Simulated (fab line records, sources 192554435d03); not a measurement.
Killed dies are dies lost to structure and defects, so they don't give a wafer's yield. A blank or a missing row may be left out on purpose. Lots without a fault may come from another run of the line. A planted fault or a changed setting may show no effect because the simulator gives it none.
Split-lot experiment | flow n5_finfet | 7 lots, 21 wafers read, on a route of 1938 steps

THE SPLIT
At N5_BEOL_M7_ETCH_61 (etches SiARC in CF4, target depth 45.5 nm, time 75.8 s), the setting source_w was moved away from the recipe's 545 W on 11 of the 21 wafers read, by -15.9% to +14.0%. The other wafers ran this setting at the recipe's value.

The reading is taken at the split's own step.

THE READING
rf_vpp_V, in V, at N5_BEOL_M7_ETCH_61 (etches SiARC in CF4, target depth 45.5 nm, time 75.8 s). Fault-free wafers of this fab line usually give 184.1 V, standard deviation 1.1 V.

wafer  | tool, chamber at the split | source_w as run, W | against the recipe | rf_vpp_V, V | against lot-mates on the recipe
L078.1 | rie_diel-03, 1             | 545                | recipe             | 183.8       | -
L078.2 | rie_diel-03, 0             | 545                | recipe             | 183.0       | -
L078.5 | rie_diel-03, 2             | 545                | recipe             | 184.8       | -
L081.1 | rie_diel-03, 2             | 595.9              | +9.3%              | 179.3       | no lot-mate on the recipe
L081.2 | rie_diel-03, 0             | 595.9              | +9.3%              | 177.9       | no lot-mate on the recipe
L081.4 | rie_diel-03, 3             | 595.9              | +9.3%              | 178.4       | no lot-mate on the recipe
L080.2 | rie_diel-03, 0             | 458.2              | -15.9%             | 194.7       | +9.9
L080.3 | rie_diel-03, 1             | 545                | recipe             | 184.8       | -
L080.4 | rie_diel-03, 2             | 458.2              | -15.9%             | 195.7       | +10.9
L082.1 | rie_diel-03, 1             | 545                | recipe             | 182.6       | -
L082.2 | rie_diel-03, 0             | 545                | recipe             | 183.1       | -
L082.5 | rie_diel-03, 0             | 545                | recipe             | 183.5       | -
L087.2 | rie_diel-03, 0             | 617                | +13.2%             | 175.1       | -10.0
L087.4 | rie_diel-03, 3             | 617                | +13.2%             | 176.2       | -8.9
L087.5 | rie_diel-03, 2             | 545                | recipe             | 185.1       | -
L089.2 | rie_diel-05, 2             | 485.7              | -10.9%             | 191.2       | no lot-mate on the recipe
L089.3 | rie_diel-05, 0             | 485.7              | -10.9%             | 191.1       | no lot-mate on the recipe
L089.5 | rie_diel-05, 0             | 485.7              | -10.9%             | 191.3       | no lot-mate on the recipe
L094.1 | rie_diel-04, 1             | 545                | recipe             | 183.0       | -
L094.2 | rie_diel-04, 2             | 621.5              | +14.0%             | 178.3       | -4.9
L094.6 | rie_diel-04, 1             | 545                | recipe             | 183.4       | -

THE FIT
A straight line over all 21 wafers: rf_vpp_V changes by -0.627 V for each +1% of source_w; r = -0.98; the points scatter about the line by 1.1 V.
The same after taking each lot's own level away (the mean of its wafers on the recipe; 15 wafers): -0.618 V for each +1%; r = -0.97; scatter 1.3 V.
On that fit, the largest move of source_w shifts the reading by 9.8 V.
The lots' own levels span 183.07 to 185.10 V, that is 1.8 times the standard deviation above.
So the lot-to-lot level changes the slope little: the two slopes agree.
Check: with one of the wafers moved furthest among these (-15.9%) left out of the fit, the line predicts +10 V for it against its lot-mates. It came out at +9.9 V against them.
Tool readings at the split's step, against how far the setting was moved: etch_rf_on_time_s r = -0.98; rf_vpp_V r = -0.98.

OTHER SPLITS ON THESE WAFERS
These wafers also went through other splits before the reading. Each is held against what the fit with the lots' levels taken away leaves over:
other split on the same wafers | wafers away from the commonest value | r with rf_vpp_V (lot level and that fit taken away)
N5_BEOL_M6_EXPOSE_08 dose_mj   | 10                                   | +0.27
N5_BEOL_M7_EXPOSE_08 dose_mj   | 7                                    | -0.34

THE WHOLE CHAIN: every reading that the file lists as answering this split, in the file's order
step               | what it does                                           | reading           | change (the file's fit)              | r (the file's)
N5_BEOL_M7_ETCH_61 | etches SiARC in CF4, target depth 45.5 nm, time 75.8 s | etch_rf_on_time_s | withheld for each +1% of the setting | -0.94
N5_BEOL_M7_ETCH_61 | etches SiARC in CF4, target depth 45.5 nm, time 75.8 s | rf_vpp_V          | -0.573 V for each +1% of the setting | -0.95

THE FILE'S OWN FIT
rf_vpp_V changes by -0.573 V for each +1% of source_w, r = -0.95.
